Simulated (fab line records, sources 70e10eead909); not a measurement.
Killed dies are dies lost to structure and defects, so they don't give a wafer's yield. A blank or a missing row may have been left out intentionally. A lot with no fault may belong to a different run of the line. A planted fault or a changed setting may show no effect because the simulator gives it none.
fab line records	flow nand_harc
record lots=6	wafers=18	last_day=33
route steps=1302 shown A_SLIT@942 A_SIN_REMOVE@947 A_WL_FILL@952 END@1302
lots that met no fault: taken from a fault-free run of the same line
start_h: the number of hours between the record's first day and the start of the first shown wafer of the lot	wait_h: time in hours since the lot's previous step	" the same as in the row above	L1.1+2: one row covering several wafers at once	- no value, or no start given	* or withheld: withheld	< > ~ a bound
route shown NAME@n: NAME is a module with steps in the file, n the number in the route of the first one	usual: average and standard deviation across the fault-free wafers	same: alike in all rows	chamber/n: place in a boat	sites: the reading at each site	_std_site: how widely they spread, as a standard deviation	_edge_site: the outer-site mean with the inner-site mean subtracted	radius_mm: how far each site lies from the wafer's centre	mask NAME#n: copy n	behind: the last tool/chamber to shape the wafer	hold: the reason the lot was held/the length of the hold in hours/how it ended	device: transistor that didn't switch, given as n, p or np	end of line: the route-end tests of the same wafers	a step without rows: its recipe alone	killed: dies that structure and defects cost at the first sort, which is not the same as the wafer's yield	map: per-die view of a wafer (x killed, . not killed, _ where there is no die)
set.NAME: the run value of the setting; set.NAME@STEP: its run value at that earlier step	model.NAME: the simulator's own value behind a step, which no gauge read
a table for each step, a row for each wafer; lots at some steps of the route
services: when a tool's chamber went out of use (start_h, in hours from the record's first day, below 0 if earlier), for how many hours, and the reason
## steps
# step NHARC_A_SLIT_ETCH_29
# recipe target_depth_a=1000	overetch_a=100	time_s=55	ion_energy_ev=100	cf4_flow_sccm=80	o2_flow_sccm=20	ar_flow_sccm=0	rf_w=300	bias_w=100	chemistry=CF4/O2
# usual bias_w=100.00/0.28	drypump_motor_current_A=5.9/0.57	oes_product_au=0.999/0.009	rf_vpp_V=198.1/1.4	showerhead_plenum_p_Torr=1.36/0.052	throttle_valve_pct=13.397/0.0087
lot.wafer	tool	chamber	start_h	wait_h	bias_w	drypump_motor_current_A	oes_product_au	rf_hours_counter_h	rf_vpp_V	showerhead_plenum_p_Torr	throttle_valve_pct
L478.1	rie_diel-07	2	462.44	0.1	100.20	5.2	0.999	10	197.8	1.33	13.396
L478.3	"	3	"	"	100.49	5.7	0.996	10	194.6	1.26	13.393
L478.4	"	0	"	"	100.20	6.0	1.001	8	196.4	1.29	13.410
L485.2	rie_diel-08	0	528.56	0.1	99.64	6.0	1.009	10	198.5	1.40	13.399
L485.3	"	1	"	"	100.44	5.6	0.991	9	200.0	1.39	13.401
L485.5	"	3	"	"	99.78	5.1	1.004	-	198.8	1.32	13.405
L490.3	rie_diel-11	3	603.03	0.1	100.73	6.4	0.993	9	196.7	1.30	13.405
L490.4	"	1	"	"	100.46	6.7	0.998	9	198.6	1.39	13.416
L490.5	"	3	"	"	100.30	6.4	0.986	-	197.0	1.30	13.391
L492.4	rie_diel-08	1	603.22	0.1	100.03	5.5	0.987	4	198.5	1.39	13.402
L492.2	"	3	"	"	100.09	5.1	1.004	4	197.7	1.32	13.395
L492.5	"	0	"	"	100.28	5.9	1.018	-	200.1	1.40	13.404
L491.3	rie_diel-11	1	606.82	0.1	100.09	6.8	1.003	9	197.5	1.38	13.395
L491.1	"	2	"	"	99.77	6.5	0.992	11	199.3	1.38	13.393
L491.2	"	0	"	"	99.86	5.6	1.010	8	198.1	1.33	13.385
L500.4	rie_diel-08	2	674.38	0.1	99.46	6.8	1.008	10	199.8	1.42	13.385
L500.1	"	1	"	"	100.28	5.5	1.003	8	199.1	1.39	13.398
L500.5	"	3	"	"	100.05	5.1	1.001	-	198.4	1.32	13.402
# step NHARC_A_SLIT_STRIP_18
# recipe o2_flow_sccm=500	ar_flow_sccm=0	bias_w=0	chemistry=O2
# usual drypump_motor_current_A=6.0/0.57	oes_product_au=1.000/0.01	rf_vpp_V=57.9/0.9	showerhead_plenum_p_Torr=3.58/0.13	throttle_valve_pct=17.036/0.0093
# same bias_w=0
lot.wafer	tool	chamber	start_h	wait_h	drypump_motor_current_A	oes_product_au	rf_hours_counter_h	rf_vpp_V	showerhead_plenum_p_Torr	throttle_valve_pct
L478.3	rie_diel-07	3	-	-	5.7	0.991	11	59.2	3.33	17.023
L478.4	"	1	"	"	6.3	0.995	8	58.2	3.77	17.046
L478.1	"	2	"	"	5.2	1.002	10	58.1	3.52	17.021
L485.3	rie_diel-08	3	-	-	5.1	1.016	10	59.2	3.50	17.047
L485.2	"	0	"	"	6.0	1.014	10	57.8	3.70	17.040
L485.5	"	0	"	"	5.9	1.007	-	57.8	3.70	17.054
L490.4	rie_diel-11	1	-	-	6.8	1.001	9	58.3	3.65	17.013
L490.3	"	2	"	"	6.5	0.980	11	56.9	3.65	17.032
L490.5	"	2	"	"	6.5	0.991	-	57.4	3.65	17.047
L492.2	rie_diel-08	0	-	-	5.9	0.998	3	57.3	3.69	17.025
L492.4	"	1	"	"	5.5	0.982	4	59.5	3.67	17.046
L492.5	"	0	"	"	5.9	1.008	-	59.0	3.69	17.034
L491.2	rie_diel-11	0	-	-	5.6	0.996	8	57.0	3.51	17.031
L491.3	"	1	"	"	6.8	0.998	9	58.1	3.65	17.042
L491.1	"	2	"	"	6.5	0.993	11	56.8	3.65	17.028
L500.4	rie_diel-08	0	-	-	5.9	1.011	8	59.1	3.69	17.053
L500.1	"	1	"	"	5.6	1.002	8	57.1	3.67	17.047
L500.5	"	0	"	"	5.9	1.010	-	57.9	3.69	17.021
# step NHARC_A_SLIT_PRECLEAN_19
# recipe time_s=*	temp_c=50	bath_age_min=0	chemistry=SC1
# step NHARC_A_SLIT_SRD_20
# step NHARC_A_SLIT_CD_MEAS_21
# usual cd_nm=289.6/0.75
lot.wafer	tool	chamber	start_h	wait_h	cd_nm
L478.1	cd_sem-03	-	462.96	-	288.5
L478.3	"	-	"	"	289.5
L478.4	"	-	"	"	289.8
L485.2	cd_sem-02	-	529.09	-	288.1
L485.3	"	-	"	"	290.8
L485.5	"	-	"	"	289.3
L490.3	cd_sem-02	-	603.61	0.1	289.0
L490.4	"	-	"	"	288.8
L490.5	"	-	"	"	288.6
L492.2	cd_sem-01	-	603.75	-	289.2
L492.4	"	-	"	"	290.2
L492.5	"	-	"	"	290.1
L491.1	cd_sem-02	-	607.36	-	291.1
L491.2	"	-	"	"	290.0
L491.3	"	-	"	"	289.1
L500.1	cd_sem-02	-	674.92	-	290.0
L500.4	"	-	"	"	289.9
L500.5	"	-	"	"	289.6
# step NHARC_A_SIN_REMOVE_WET_00
# recipe temp_c=160	time_s=15300	chemistry=H3PO4
# step NHARC_A_SIN_REMOVE_PRECLEAN_01
# recipe time_s=*	temp_c=50	bath_age_min=0	chemistry=SC1
# step NHARC_A_SIN_REMOVE_SRD_02
# step NHARC_A_SIN_REMOVE_INSPECT_04
# usual raw_defect_count=379/78
lot.wafer	tool	chamber	start_h	wait_h	raw_defect_count
L478.1	defect_inspect-01	-	469.53	0.0	459
L478.3	"	-	"	"	344
L478.4	"	-	"	"	353
L485.2	defect_inspect-02	-	535.39	0.0	383
L485.3	"	-	"	"	498
L485.5	"	-	"	"	434
L490.3	defect_inspect-02	-	610.32	0.0	492
L490.4	"	-	"	"	287
L490.5	"	-	"	"	401
L492.2	defect_inspect-01	-	610.32	0.0	493
L492.4	"	-	"	"	650
L492.5	"	-	"	"	608
L491.1	defect_inspect-01	-	615.13	0.0	349
L491.2	"	-	"	"	278
L491.3	"	-	"	"	272
L500.1	defect_inspect-01	-	681.55	0.0	373
L500.4	"	-	"	"	375
L500.5	"	-	"	"	431
# step NHARC_A_WL_FILL_ALD_00
# recipe target_thk_a=30	pulse_time_s=3	ald_cycles=30	temp_c=300	material=Al2O3
# usual ald_cycles=30/0	heater_power_w=489/40	precursor_pulse_height_rel=0.997/0.022
lot.wafer	tool	chamber	start_h	wait_h	ald_cycles	heater_power_w	precursor_pulse_height_rel
L478.4	ald_hk-02	1	469.59	0.1	30	511	1.026
L478.1	"	3	"	"	30	423	0.993
L478.3	"	0	"	"	30	455	1.011
L485.3	ald_hk-03	1	535.81	0.4	30	575	0.971
L485.2	"	2	"	"	30	522	1.010
L485.5	"	3	"	"	30	464	0.994
L490.3	ald_hk-03	1	611.09	0.8	30	583	0.980
L490.4	"	0	"	"	30	483	1.008
L490.5	"	1	"	"	30	572	1.003
L492.4	ald_hk-03	1	611.42	1.1	30	580	0.986
L492.2	"	0	"	"	30	487	0.984
L492.5	"	1	"	"	30	586	0.964
L491.2	ald_hk-03	3	615.25	0.1	30	492	0.962
L491.3	"	0	"	"	30	493	1.048
L491.1	"	1	"	"	30	582	1.019
L500.1	ald_hk-04	0	681.62	0.1	30	465	1.001
L500.4	"	2	"	"	30	505	1.002
L500.5	"	1	"	"	30	519	0.985
# step NHARC_A_WL_FILL_RTA_01
# recipe temp_c=1000	time_s=5
# usual lamp_power_pct=27.1/1.3	lamp_zone_1_pct=27.1/1.3	lamp_zone_3_pct=27.1/1.3	wafer_temp_C_max=1005.0/1.2
lot.wafer	tool	chamber	start_h	wait_h	lamp_power_pct	lamp_zone_1_pct	lamp_zone_3_pct	wafer_temp_C_max
L478.1	rtp_anneal-01	0	469.86	-	28.4	28.4	28.4	1006.6
L478.3	"	0	"	"	28.3	28.3	28.4	1005.2
L478.4	"	0	"	"	28.3	28.4	28.4	1006.6
L485.2	rtp_anneal-02	0	536.04	-	25.7	25.7	25.7	1004.7
L485.3	"	0	"	"	25.7	25.7	25.7	1002.5
L485.5	"	0	"	"	25.7	25.7	25.7	1003.7
L490.3	rtp_anneal-01	0	611.57	0.4	28.3	28.4	28.3	1007.2
L490.4	"	0	"	"	28.3	28.3	28.3	1005.5
L490.5	"	0	"	"	28.3	28.3	28.3	1005.9
L492.2	rtp_anneal-02	0	611.91	0.3	25.7	25.7	25.7	1004.8
L492.4	"	0	"	"	25.7	25.7	25.7	1003.8
L492.5	"	0	"	"	25.6	25.7	25.7	1003.6
L491.1	rtp_anneal-01	0	615.63	0.2	28.4	28.3	28.3	1003.5
L491.2	"	0	"	"	28.4	28.4	28.3	1005.7
L491.3	"	0	"	"	28.4	28.4	28.3	1005.8
L500.1	rtp_anneal-02	0	682.08	0.4	25.7	25.6	25.6	1004.1
L500.4	"	0	"	"	25.7	25.7	25.7	1005.2
L500.5	"	0	"	"	25.7	25.7	25.7	1004.4
# step NHARC_A_WL_FILL_ALD_02
# recipe target_thk_a=20	pulse_time_s=3	ald_cycles=100	temp_c=450	material=TiN
# usual ald_cycles=100/0	heater_power_w=1085/120	precursor_pulse_height_rel=1.003/0.021
lot.wafer	tool	chamber	start_h	wait_h	ald_cycles	heater_power_w	precursor_pulse_height_rel
L478.1	ald_metal-02	2	470.08	0.2	100	1256	1.013
L478.3	"	3	"	"	100	1163	0.987
L478.4	"	0	"	"	100	1082	0.994
L485.3	ald_metal-01	2	536.27	0.2	100	978	0.984
L485.2	"	3	"	"	100	1438	0.984
L485.5	"	1	"	"	100	1043	1.033
L490.3	ald_metal-01	3	611.73	0.1	61	1399	1.010
L490.4	"	1	"	"	61	1046	1.022
L490.5	"	0	"	"	61	1039	0.991
L492.4	ald_metal-03	2	612.24	0.2	100	994	1.007
L492.2	"	3	"	"	100	1093	1.012
L492.5	"	3	"	"	100	1076	1.005
L491.3	ald_metal-01	1	615.85	0.1	61	1002	1.033
L491.1	"	3	"	"	61	1401	1.007
L491.2	"	0	"	"	61	1020	1.012
L500.1	ald_metal-02	1	682.39	0.3	100	960	0.991
L500.5	"	2	"	"	100	1180	1.001
L500.4	"	3	"	"	100	1182	0.979
# step NHARC_END_SORT_01
# recipe temp_c=25
# usual killed_at_array=55/20	killed_at_other=1.1/1.2	killed_at_periphery=3.8/2.8	killed_dies=60/19	killed_open=3.4/1.9	killed_short=2.2/1.5
# same gross_dies=677
lot.wafer	tool	chamber	start_h	wait_h	killed_at_array	killed_at_other	killed_at_periphery	killed_dies	killed_open	killed_short
L485.2	prober-01	0	634.03	2.8	94	0	5	99	5	1
L485.3	prober-01	0	634.84	3.1	87	0	1	88	0	2
L485.5	prober-01	0	636.46	3.7	104	2	4	110	4	2
L490.3	prober-01	0	714.64	3.1	179	1	4	184	8	1
L490.4	prober-01	0	715.45	3.4	204	1	1	206	3	2
L490.5	prober-01	0	716.26	3.7	185	1	1	187	2	2
L491.1	prober-02	0	716.73	2.5	194	3	3	200	3	1
L491.2	prober-02	0	717.54	2.8	180	1	2	183	3	1
L491.3	prober-02	0	718.35	3.1	230	2	0	232	3	2
# killed by level:class
L485.2 A_CHANNEL_HOLE_D2:chamber_film_flake=37 A_CHANNEL_HOLE_D1:chamber_film_flake=25 A_SLIT:chamber_film_flake=23 A_CONTACT:chamber_film_flake=4 P_ZERO_WELL:chamber_film_flake=2 P_GATE:geometric_particle:open=1 P_M0:geometric_particle:open=1 A_ONON_D2:geometric_particle:short=1
L485.3 A_CHANNEL_HOLE_D1:chamber_film_flake=27 A_SLIT:chamber_film_flake=25 A_CHANNEL_HOLE_D2:chamber_film_flake=24 A_DECK1_JOINT:chamber_film_flake=3 A_STAIRCASE:chamber_film_flake=3 A_CHANNEL_FILL_D1:geometric_particle:short=1 A_BLC:geometric_particle:short=1 P_STI:chamber_film_flake=1
L485.5 A_CHANNEL_HOLE_D2:chamber_film_flake=35 A_CHANNEL_HOLE_D1:chamber_film_flake=29 A_SLIT:chamber_film_flake=26 A_CONTACT:chamber_film_flake=6 P_STI:chamber_film_flake=2 A_STAIRCASE:chamber_film_flake=2 P_CONTACT:geometric_particle:open=1 A_CHANNEL_FILL_D1:geometric_particle:short=1
L490.3 A_WL_FILL:area_ald=144 A_CHANNEL_HOLE_D2:chamber_film_flake=15 A_CHANNEL_HOLE_D1:chamber_film_flake=8 A_SLIT:chamber_film_flake=3 P_GATE:geometric_particle:open=2 P_M0:geometric_particle:open=2 A_M0:geometric_particle:open=2 A_CONTACT:chamber_film_flake=2
L490.4 A_WL_FILL:area_ald=165 A_CHANNEL_HOLE_D2:chamber_film_flake=20 A_CHANNEL_HOLE_D1:chamber_film_flake=6 A_SLIT:chamber_film_flake=5 A_STAIRCASE:chamber_film_flake=2 P_M0:geometric_particle:open=1 A_CHANNEL_HOLE_D1:geometric_particle:short=1 A_DECK1_JOINT:geometric_particle:open=1
L490.5 A_WL_FILL:area_ald=146 A_CHANNEL_HOLE_D2:chamber_film_flake=19 A_CHANNEL_HOLE_D1:chamber_film_flake=12 A_STAIRCASE:chamber_film_flake=2 A_SLIT:chamber_film_flake=2 P_M0:geometric_particle:open=1 A_DECK1_JOINT:geometric_particle:short=1 A_ONON_D2:geometric_particle:short=1
L491.1 A_WL_FILL:area_ald=156 A_CHANNEL_HOLE_D1:chamber_film_flake=29 THIN_TSV:chamber_film_flake=3 P_M2:chamber_film_flake=2 A_SLIT:chamber_film_flake=2 A_DECK1_JOINT:geometric_particle:open=1 A_CHANNEL_FILL_D2:geometric_particle:short=1 A_WL_FILL:geometric_particle:open=1
L491.2 A_WL_FILL:area_ald=133 A_CHANNEL_HOLE_D1:chamber_film_flake=30 A_SLIT:chamber_film_flake=8 A_SGD_CUT:geometric_particle:open=2 A_DECK1_JOINT:chamber_film_flake=2 A_CHANNEL_FILL_D1:geometric_particle:short=1 A_WL_FILL:geometric_particle:open=1 P_GATE:chamber_film_flake=1
L491.3 A_WL_FILL:area_ald=183 A_CHANNEL_HOLE_D1:chamber_film_flake=30 A_CHANNEL_FILL_D1:chamber_film_flake=4 A_CONTACT:chamber_film_flake=4 A_DECK1_JOINT:chamber_film_flake=2 A_SLIT:chamber_film_flake=2 THIN_TSV:chamber_film_flake=2 A_CHANNEL_HOLE_D1:geometric_particle:open=1
# map L490.4 (x killed, . not)
____________.____________
_________...x..._________
_______.....xx...._______
______......x..x.x.______
_____.......xx......_____
____..x......x....x..____
____.x...........xx.x____
___................x..___
___.......x.x.xx.x..x.___
__........xxx...x.x....__
__..x...x....x.xxx....x__
_......x....xx..x......._
_.....xx.x....xx.xxx...._
_..x..x..x.x..x........._
_.......xxxx...xx......x_
_...x.x.x..x.xx....x.x.._
....xxx.x....xxxxx..x.xx.
....x.xx..x....x....x...x
.....x.x..xxx...xx.xx..x.
.x....xx...x.x...xxx..x..
........xx....xx.xxxx....
_..x....x....xxxxx.x..x._
_...xxxx.xxx.x...xxxx.x._
_......xxx.x..xx.xxxxx.._
_.x...x...x...x.x.xx...._
_.....x.xx.x....xxx.xx.._
__....xxx..x...x.x.x.x.__
__..x..x....xxx.xxxx...__
___..x.x.xx.x..x..xxx.___
___.x....x........x...___
____....x.........x..____
____...x......xx...x.____
_____...x..........._____
______....x.xxx..xx______
_______x.....x...._______
_________......x_________
____________.____________
# map L491.3 (x killed, . not)
____________.____________
_________...x..x_________
_______..........x_______
______............x______
_____.x............._____
____....x...xx.......____
____....xxxx.x...x..x____
___.xx.....x..xxx.x...___
___...x..xxx....x.....___
__...x...x.x...x.......__
__x.....x...xx..x...x..__
_..x.xx....xx.xx..xxxx.._
_....x..x..xx..........._
_..xx.xx.x.x..x..xx....._
_x.x.x.........x..x..x.._
_.x.x.x...x.xx..x......._
..xxxxx.xx..x..x..xx.....
.xx.x.x..x...x.x..xxxx...
xxxx.x.xxx......xx.xxx...
xxxx.xx.xxxx..xx.x..x...x
xx.xxxx.xxxxx....x.x.....
_xxxxxx.x....x.x.x.x..x._
_xxx.xxx.x.xxx.x....x.x._
_xxx.xx.x...xxxx..x.x..._
_..x.....x.....x...x...._
_..x.x..x....x.x.......x_
__.....x....xx...xxx...__
__.x.x..xxxx.x..x..x...__
___.xxx...x.x.xx.x..x.___
___x...x.xx.x.x.x.xx..___
____..x..x...x.xx.x..____
____.....x....x.x....____
_____.x.........x.xx_____
______.............______
_______........x.._______
_________......x_________
____________.____________
## services
tool	chamber	start_h	hours	kind
rie_diel-07	-	471.20	9.0	pm
rie_diel-08	1	486.17	3.1	repair
ald_metal-02	-	505.12	1.4	repair
rie_diel-07	2	509.15	8.3	repair
ald_metal-01	-	526.00	10.0	pm
rie_diel-11	3	526.15	14.8	repair
ald_hk-02	-	528.31	10.0	pm
rie_diel-08	-	544.81	9.0	pm
ald_metal-02	3	561.23	19.5	repair
ald_metal-03	-	568.00	10.0	pm
ald_hk-03	-	568.44	10.0	pm
ald_metal-02	-	576.03	0.5	repair
rie_diel-08	0	579.45	3.8	repair
ald_metal-03	2	580.55	28.1	repair
ald_hk-02	-	592.07	1.8	repair
rie_diel-11	-	609.50	9.0	pm
ald_metal-02	-	610.00	10.0	pm
rie_diel-08	1	615.17	13.5	repair
ald_metal-02	-	640.54	1.1	repair
ald_metal-01	3	641.67	30.6	repair
rie_diel-07	-	648.30	9.0	pm
rie_diel-07	1	673.19	3.1	repair
ald_metal-02	0	675.99	16.7	repair
ald_metal-02	-	678.86	1.1	repair
## key
first_sign step=NHARC_A_WL_FILL_ALD_02	reading=ald_cycles	direction=down	sigmas=99+	usual=100	struck=61
effect step=NHARC_END_SORT_01	reading=killed_dies	direction=up	sigmas=7.1	usual=60	struck=199
more_kills_born_at NHARC_A_WL_FILL_ALD_02@ald_metal-01=927
met_at NHARC_A_WL_FILL_ALD_02
struck_wafers L490.3,L490.4,L490.5,L491.1,L491.2,L491.3
tester_left_out L490,L491
onset_between 536.27 611.73
fault kind=process_parameter_drift	tool=ald_metal-01	chamber=-	onset_h=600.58	steps=NHARC_A_WL_FILL_ALD_02	channel=ald_cycles	offset=-39	shape=step	end_h=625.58	acts_in=these_recipes_only	stated=100
# tester_left_out: of these lots the tester's yield and bins aren't shown, on N5 and GAA mostly nor the transistor test; their killed dies are dies lost to structure and defects alone, not to doping, threshold or leakage, so they don't give the yield
